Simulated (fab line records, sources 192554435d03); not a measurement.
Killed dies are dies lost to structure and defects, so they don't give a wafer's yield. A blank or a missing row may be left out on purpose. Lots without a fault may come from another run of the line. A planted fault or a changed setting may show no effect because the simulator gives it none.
Split-lot experiment | flow n5_finfet | 7 lots, 21 wafers read, on a route of 1938 steps

THE SPLIT
At N5_BEOL_M13_ETCH_59 (etches BARC in N2/H2, target depth 89 nm, overetch 26.7 nm, time 67.9 s), the setting time_s was moved away from the recipe's 67.9 s on 8 of the 21 wafers read, by -22.0% to -9.7%. The other wafers ran this setting at the recipe's value.

The file shows no step between the split and the reading.

THE READING
coat_of_BEOL_M13_COAT_04.thk_nm (the simulator's own value, which no gauge read), in nm, at N5_BEOL_M13_VIA_ETCH_16 (etches SiOC in C4F8/O2/Ar, target depth 921.7 nm). The file gives no usual value for it. The 13 wafers here that ran the recipe average 69.6 nm, standard deviation 4.7 nm.

wafer  | tool, chamber at the split | time_s as run, s | against the recipe | coat_of_BEOL_M13_COAT_04.thk_nm, nm | against lot-mates on the recipe
L077.2 | rie_diel-04, 0             | 60.25            | -11.3%             | 81.6                                | +14.6
L077.5 | rie_diel-04, 2             | 67.9             | recipe             | 67                                  | -
L077.6 | rie_diel-04, 0             | 60.25            | -11.3%             | 74.2                                | +7.2
L080.2 | rie_diel-06, 1             | 52.99            | -22.0%             | 86.6                                | +19.2
L080.3 | rie_diel-06, 0             | 52.99            | -22.0%             | 87                                  | +19.6
L080.5 | rie_diel-06, 3             | 67.9             | recipe             | 67.4                                | -
L085.2 | rie_diel-06, 0             | 67.9             | recipe             | 79.2                                | -
L085.3 | rie_diel-06, 3             | 67.9             | recipe             | 73.4                                | -
L085.5 | rie_diel-06, 1             | 67.9             | recipe             | 68.6                                | -
L090.2 | rie_diel-03, 1             | 67.9             | recipe             | 78                                  | -
L090.4 | rie_diel-03, 3             | 67.9             | recipe             | 68.4                                | -
L090.6 | rie_diel-03, 0             | 67.9             | recipe             | 72.6                                | -
L093.1 | rie_diel-04, 2             | 56.95            | -16.1%             | 77.8                                | +12.7
L093.5 | rie_diel-04, 2             | 67.9             | recipe             | 64                                  | -
L093.6 | rie_diel-04, 3             | 67.9             | recipe             | 66.2                                | -
L096.3 | rie_diel-03, 1             | 67.9             | recipe             | 69.2                                | -
L096.4 | rie_diel-03, 1             | 61.28            | -9.7%              | 81.8                                | +12.6
L096.6 | rie_diel-03, 3             | 61.28            | -9.7%              | 74.2                                | +5.0
L097.3 | rie_diel-06, 2             | 67.9             | recipe             | 67.4                                | -
L097.5 | rie_diel-06, 2             | 67.9             | recipe             | 63.2                                | -
L097.6 | rie_diel-06, 1             | 56.62            | -16.6%             | 78.2                                | +12.9

THE FIT
A straight line over all 21 wafers: coat_of_BEOL_M13_COAT_04.thk_nm changes by -0.71 nm for each +1% of time_s; r = -0.79; the points scatter about the line by 4.4 nm.
The same after taking each lot's own level away (the mean of its wafers on the recipe; 21 wafers): -0.865 nm for each +1%; r = -0.92; scatter 3.1 nm.
On that fit, the largest move of time_s shifts the reading by 19 nm.
The lots' own levels span 65.10 to 73.73 nm, that is 1.8 times the standard deviation above.
So the lot-to-lot level blurs the effect unless lot-mates are compared.
Check: with one of the wafers moved furthest among these (-22.0%) left out of the fit, the line predicts +19 nm for it against its lot-mates. It came out at +19.2 nm against them.

THE WHOLE CHAIN: every reading that the file lists as answering this split, in the file's order
step                    | what it does                                                            | reading                                                                          | change (the file's fit)               | r (the file's)
N5_BEOL_M13_ETCH_59     | etches BARC in N2/H2, target depth 89 nm, overetch 26.7 nm, time 67.9 s | coat_of_BEOL_M13_COAT_04.thk_nm (the simulator's own value, which no gauge read) | -0.695 nm for each +1% of the setting | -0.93
N5_BEOL_M13_VIA_ETCH_16 | etches SiOC in C4F8/O2/Ar, target depth 921.7 nm                        | coat_of_BEOL_M13_COAT_04.thk_nm (the simulator's own value, which no gauge read) | -0.85 nm for each +1% of the setting  | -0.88
N5_BEOL_M13_STRIP_63    | strips in N2/H2                                                         | strip_time_to_endpoint_s                                                         | withheld for each +1% of the setting  | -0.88

THE FILE'S OWN FIT
coat_of_BEOL_M13_COAT_04.thk_nm changes by -0.85 nm for each +1% of time_s, r = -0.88.
